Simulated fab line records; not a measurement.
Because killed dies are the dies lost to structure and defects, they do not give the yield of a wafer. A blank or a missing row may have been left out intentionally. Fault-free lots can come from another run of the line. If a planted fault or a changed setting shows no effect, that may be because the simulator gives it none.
The tool behind it: which one? / flow n5Finfet / 9 lots with 27 wafers sampled at 6 steps, on a route of 1938 steps

## WHAT THE GAUGES READ, wafer by wafer
N5_MOL_CONTACT_COAG_CD_MEAS_84 targets a cd of 25.1 nm.
lot=L982; measured=day 5 04:06; on=cdSem-02; cdNm (nm)=25.34 25.61 25.11
lot=L986; measured=day 6 04:16; on=cdSem-03; cdNm (nm)=24.50 24.84 25.02
lot=L987; measured=day 6 08:38; on=cdSem-03; cdNm (nm)=24.39 25.07 24.78
lot=L989; measured=day 6 22:54; on=cdSem-03; cdNm (nm)=24.53 24.82 24.51
lot=L996; measured=day 8 16:07; on=cdSem-03; cdNm (nm)=25.06 25.13 25.19
lot=L997; measured=day 8 22:41; on=cdSem-01; cdNm (nm)=24.67 24.30 24.79
lot=L998; measured=day 9 03:53; on=cdSem-03; cdNm (nm)=25.14 25.31 25.22
lot=L999; measured=day 9 08:06; on=cdSem-02; cdNm (nm)=24.96 24.76 24.95
lot=L105; measured=day 11 00:59; on=cdSem-03; cdNm (nm)=25.16 25.33 25.34

N5_MOL_CONTACT_COAG_OVL_MEAS_85.
lot=L982; measured=day 5 04:08; on=overlay-01; VG_OVL (nm)=1.0 -0.2 -0.1
lot=L986; measured=day 6 04:17; on=overlay-02; VG_OVL (nm)=0.3 0.9 -0.1
lot=L987; measured=day 6 08:40; on=overlay-02; VG_OVL (nm)=-0.7 0.8 0.2
lot=L989; measured=day 6 22:56; on=overlay-02; VG_OVL (nm)=-1.0 0.0 -0.6
lot=L996; measured=day 8 16:09; on=overlay-02; VG_OVL (nm)=12.0 12.4 12.4
lot=L997; measured=day 8 22:43; on=overlay-02; VG_OVL (nm)=12.1 11.4 11.9
lot=L998; measured=day 9 03:56; on=overlay-01; VG_OVL (nm)=-1.0 -1.3 -0.1
lot=L999; measured=day 9 08:08; on=overlay-02; VG_OVL (nm)=-0.6 -0.1 0.2
lot=L105; measured=day 11 01:01; on=overlay-02; VG_OVL (nm)=-0.9 -1.7 -0.6

N5_BEOL_M4_RC_MEAS_101.
lot=L982; measured=day 7 17:22; on=prober-01; DIBL_N (mV/V)=32.1 33.0 31.8; DIBL_P (mV/V)=33.7 33.8 33.3; IOFF_N (nA/um)=0.12 0.14 0.12; IOFF_P (nA/um)=0.18 0.18 0.17; ION_N (uA/um)=657 671 663; ION_P (uA/um)=456 459 459; SS_N (mV/dec)=70.5 71.7 70.7; SS_P (mV/dec)=72.6 72.8 72.1; VT_N (mV)=254 254 252; VT_P (mV)=-254 -254 -250
lot=L986; measured=day 8 18:52; on=prober-01; DIBL_N (mV/V)=29.9 35.4 32.0; DIBL_P (mV/V)=30.0 36.9 32.9; IOFF_N (nA/um)=0.09 0.16 0.11; IOFF_P (nA/um)=0.13 0.22 0.17; ION_N (uA/um)=677 671 675; ION_P (uA/um)=470 467 475; SS_N (mV/dec)=69.7 71.6 71.5; SS_P (mV/dec)=71.6 72.5 71.8; VT_N (mV)=256 245 254; VT_P (mV)=-257 -249 -250
lot=L987; measured=day 9 00:22; on=prober-01; DIBL_N (mV/V)=40.5 32.2 38.0; DIBL_P (mV/V)=41.9 32.5 39.1; IOFF_N (nA/um)=0.23 0.09 0.18; IOFF_P (nA/um)=0.29 0.15 0.24; ION_N (uA/um)=687 647 681; ION_P (uA/um)=465 452 465; SS_N (mV/dec)=72.0 69.8 71.5; SS_P (mV/dec)=73.8 71.4 73.0; VT_N (mV)=244 258 248; VT_P (mV)=-245 -253 -247
lot=L989; measured=day 9 20:40; on=prober-02; DIBL_N (mV/V)=30.3 31.6 36.3; DIBL_P (mV/V)=32.5 34.5 39.7; IOFF_N (nA/um)=0.10 0.12 0.23; IOFF_P (nA/um)=0.14 0.16 0.26; ION_N (uA/um)=645 651 681; ION_P (uA/um)=441 453 464; SS_N (mV/dec)=71.2 70.9 73.6; SS_P (mV/dec)=71.8 72.6 73.7; VT_N (mV)=256 252 244; VT_P (mV)=-257 -254 -246
lot=L996; measured=day 11 03:30; on=prober-01; DIBL_N (mV/V)=41.8 34.5 35.7; DIBL_P (mV/V)=41.4 32.9 33.3; IOFF_N (nA/um)=0.27 0.13 0.13; IOFF_P (nA/um)=0.32 0.18 0.18; ION_N (uA/um)=684 668 650; ION_P (uA/um)=462 462 447; SS_N (mV/dec)=73.2 70.4 71.9; SS_P (mV/dec)=74.9 72.5 73.4; VT_N (mV)=247 251 256; VT_P (mV)=-244 -251 -251
lot=L997; measured=day 12 02:37; on=prober-01; DIBL_N (mV/V)=34.7 38.4 35.1; DIBL_P (mV/V)=34.9 39.5 35.9; IOFF_N (nA/um)=0.14 0.21 0.15; IOFF_P (nA/um)=0.19 0.27 0.21; ION_N (uA/um)=677 684 670; ION_P (uA/um)=466 469 459; SS_N (mV/dec)=70.6 72.1 71.5; SS_P (mV/dec)=73.5 74.4 72.9; VT_N (mV)=251 246 252; VT_P (mV)=-250 -248 -253
lot=L998; measured=day 12 06:11; on=prober-01; DIBL_N (mV/V)=34.1 37.5 33.7; DIBL_P (mV/V)=34.3 37.5 34.6; IOFF_N (nA/um)=0.12 0.18 0.12; IOFF_P (nA/um)=0.15 0.20 0.17; ION_N (uA/um)=682 693 666; ION_P (uA/um)=458 462 460; SS_N (mV/dec)=70.1 72.1 71.0; SS_P (mV/dec)=72.9 74.3 73.0; VT_N (mV)=251 249 253; VT_P (mV)=-257 -252 -252
lot=L999; measured=day 12 12:56; on=prober-02; DIBL_N (mV/V)=34.9 37.1 37.5; DIBL_P (mV/V)=36.0 38.8 39.1; IOFF_N (nA/um)=0.14 0.17 0.19; IOFF_P (nA/um)=0.22 0.26 0.27; ION_N (uA/um)=666 672 694; ION_P (uA/um)=462 469 484; SS_N (mV/dec)=70.3 71.8 71.2; SS_P (mV/dec)=73.1 73.2 73.4; VT_N (mV)=251 248 246; VT_P (mV)=-247 -246 -244
lot=L105; measured=day 14 13:20; on=prober-01; DIBL_N (mV/V)=35.6 37.2 35.3; DIBL_P (mV/V)=36.6 38.3 36.1; IOFF_N (nA/um)=0.14 0.17 0.13; IOFF_P (nA/um)=0.17 0.19 0.16; ION_N (uA/um)=672 683 650; ION_P (uA/um)=454 463 445; SS_N (mV/dec)=71.1 71.8 70.9; SS_P (mV/dec)=72.9 73.6 73.2; VT_N (mV)=252 251 254; VT_P (mV)=-256 -254 -258

## WHICH TOOL RAN EACH LOT (tool, then ch and the chambers of the sampled wafers, then the start)
lot=L982; N5_MOL_CONTACT_COAG_ALD_20=aldMetal-02 ch 1,2, day 4 19:01; N5_MOL_CONTACT_COAG_CO_FILL_22=cvdCo-02 ch 0,1,2, day 4 20:44; N5_MOL_CONTACT_COAG_EXPOSE_81=euvScanner-01 ch 0, day 5 03:58
lot=L986; N5_MOL_CONTACT_COAG_ALD_20=aldMetal-04 ch 0,1,3, day 5 20:34; N5_MOL_CONTACT_COAG_CO_FILL_22=cvdCo-01 ch 0,2, day 5 21:22; N5_MOL_CONTACT_COAG_EXPOSE_81=euvScanner-02 ch 0, day 6 04:07
lot=L987; N5_MOL_CONTACT_COAG_ALD_20=aldMetal-04 ch 0,1,3, day 6 00:21; N5_MOL_CONTACT_COAG_CO_FILL_22=cvdCo-02 ch 0,1,2, day 6 01:12; N5_MOL_CONTACT_COAG_EXPOSE_81=euvScanner-01 ch 0, day 6 08:29
lot=L989; N5_MOL_CONTACT_COAG_ALD_20=aldMetal-01 ch 0,2,3, day 6 12:03; N5_MOL_CONTACT_COAG_CO_FILL_22=cvdCo-02 ch 1,2, day 6 12:59; N5_MOL_CONTACT_COAG_EXPOSE_81=euvScanner-02 ch 0, day 6 22:45
lot=L996; N5_MOL_CONTACT_COAG_ALD_20=aldMetal-02 ch 0,3, day 8 07:58; N5_MOL_CONTACT_COAG_CO_FILL_22=cvdCo-02 ch 1,2, day 8 09:20; N5_MOL_CONTACT_COAG_EXPOSE_81=euvScanner-01 ch 0, day 8 15:59
lot=L997; N5_MOL_CONTACT_COAG_ALD_20=aldMetal-02 ch 1,2, day 8 14:06; N5_MOL_CONTACT_COAG_CO_FILL_22=cvdCo-01 ch 0,1,2, day 8 15:24; N5_MOL_CONTACT_COAG_EXPOSE_81=euvScanner-01 ch 0, day 8 22:33
lot=L998; N5_MOL_CONTACT_COAG_ALD_20=aldMetal-01 ch 0,1, day 8 18:35; N5_MOL_CONTACT_COAG_CO_FILL_22=cvdCo-02 ch 0,1, day 8 19:31; N5_MOL_CONTACT_COAG_EXPOSE_81=euvScanner-02 ch 0, day 9 03:46
lot=L999; N5_MOL_CONTACT_COAG_ALD_20=aldMetal-02 ch 0,1, day 9 01:08; N5_MOL_CONTACT_COAG_CO_FILL_22=cvdCo-01 ch 0,1, day 9 02:16; N5_MOL_CONTACT_COAG_EXPOSE_81=euvScanner-02 ch 0, day 9 07:58
lot=L105; N5_MOL_CONTACT_COAG_ALD_20=aldMetal-02 ch 1,2,3, day 10 15:32; N5_MOL_CONTACT_COAG_CO_FILL_22=cvdCo-01 ch 0,1,2, day 10 18:37; N5_MOL_CONTACT_COAG_EXPOSE_81=euvScanner-02 ch 0, day 11 00:50
- N5_MOL_CONTACT_COAG_ALD_20: deposits TiN, target thk 1.5 nm, pulse time 1 s, purge time 3 s.
- N5_MOL_CONTACT_COAG_CO_FILL_22: material Co, precursor CCTBA/H2, target thk 20 nm.
- N5_MOL_CONTACT_COAG_EXPOSE_81: exposes mask VG, defocus 0 nm.

## AS READ BY THE TOOLS THEMSELVES (means over the sampled wafers that have a number; for cases with no such wafer, the mark the record gives instead)
N5_MOL_CONTACT_COAG_ALD_20.
lot=L982; tool=aldMetal-02; heaterPowerW (W)=842; precursorPulseHeightRel=0.996
lot=L986; tool=aldMetal-04; heaterPowerW (W)=948; precursorPulseHeightRel=0.988
lot=L987; tool=aldMetal-04; heaterPowerW (W)=943; precursorPulseHeightRel=1.012
lot=L989; tool=aldMetal-01; heaterPowerW (W)=942; precursorPulseHeightRel=1.002
lot=L996; tool=aldMetal-02; heaterPowerW (W)=822; precursorPulseHeightRel=1.015
lot=L997; tool=aldMetal-02; heaterPowerW (W)=891; precursorPulseHeightRel=1.007
lot=L998; tool=aldMetal-01; heaterPowerW (W)=863; precursorPulseHeightRel=0.998
lot=L999; tool=aldMetal-02; heaterPowerW (W)=956; precursorPulseHeightRel=1.015
lot=L105; tool=aldMetal-02; heaterPowerW (W)=817; precursorPulseHeightRel=1.018

N5_MOL_CONTACT_COAG_CO_FILL_22.
lot=L982; tool=cvdCo-02; heaterPowerW (W)=279
lot=L986; tool=cvdCo-01; heaterPowerW (W)=235
lot=L987; tool=cvdCo-02; heaterPowerW (W)=276
lot=L989; tool=cvdCo-02; heaterPowerW (W)=291
lot=L996; tool=cvdCo-02; heaterPowerW (W)=298
lot=L997; tool=cvdCo-01; heaterPowerW (W)=235
lot=L998; tool=cvdCo-02; heaterPowerW (W)=297
lot=L999; tool=cvdCo-01; heaterPowerW (W)=249
lot=L105; tool=cvdCo-01; heaterPowerW (W)=236

N5_MOL_CONTACT_COAG_EXPOSE_81.
lot=L982; tool=euvScanner-01; exposureDoseMJCm2=61.3; reticleTempC (C)=22.93
lot=L986; tool=euvScanner-02; exposureDoseMJCm2=59.4; reticleTempC (C)=23.05
lot=L987; tool=euvScanner-01; exposureDoseMJCm2=61.3; reticleTempC (C)=23.13
lot=L989; tool=euvScanner-02; exposureDoseMJCm2=59.4; reticleTempC (C)=23.13
lot=L996; tool=euvScanner-01; exposureDoseMJCm2=61.3; reticleTempC (C)=23.11
lot=L997; tool=euvScanner-01; exposureDoseMJCm2=61.3; reticleTempC (C)=23.18
lot=L998; tool=euvScanner-02; exposureDoseMJCm2=59.4; reticleTempC (C)=23.10
lot=L999; tool=euvScanner-02; exposureDoseMJCm2=59.3; reticleTempC (C)=23.04
lot=L105; tool=euvScanner-02; exposureDoseMJCm2=59.4; reticleTempC (C)=23.06

## THE ANSWER, worked out from the rows above alone
Rule: the usual values come from the lots themselves. The widest of any qualifying gaps counts: lots, ordered by their means at a reading, are off when they make up no more than a third of the lots, leave a main group of 4 or more, and stand apart from it by 3 or more times the standard deviation of that group's means. If all means in a main group match to the digits the tables above print for the reading, that group is not used. Also off: a lot with no number at a reading for which 4 or more lots have one. All remaining lots with rows at the step are treated as sound. The gauges are gone through in route order, then the tools' own readings, and for those a lot's mean is taken as printed above. The first step at which some lot is off is used, and at that step the reading that is off furthest; a lot without a number counts as furthest.
Off: L996, L997, seen at N5_MOL_CONTACT_COAG_OVL_MEAS_85 (VG_OVL). Mean -0.3 nm and standard deviation 0.51 in the main group.
A tool fits if, at a process step before that reading, it ran every lot that is off, and no sound lot after the first of them. Those tools and the gauges at N5_MOL_CONTACT_COAG_OVL_MEAS_85 are tried in the same way. One fits: N5_MOL_CONTACT_COAG_EXPOSE_81 on euvScanner-01. Its last sound lot is L987 (day 6 08:29), its first lot that is off L996 (day 8 15:59): a fault that began between those two fits.

## WHAT THE SIMULATOR HAD PUT IN
Scanner matching overlay: euvScanner-01, from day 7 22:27 on, at N5_MOL_CONTACT_COAG_EXPOSE_81. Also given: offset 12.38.
Shown lots that were struck: L996, L997. The rule above found the same.
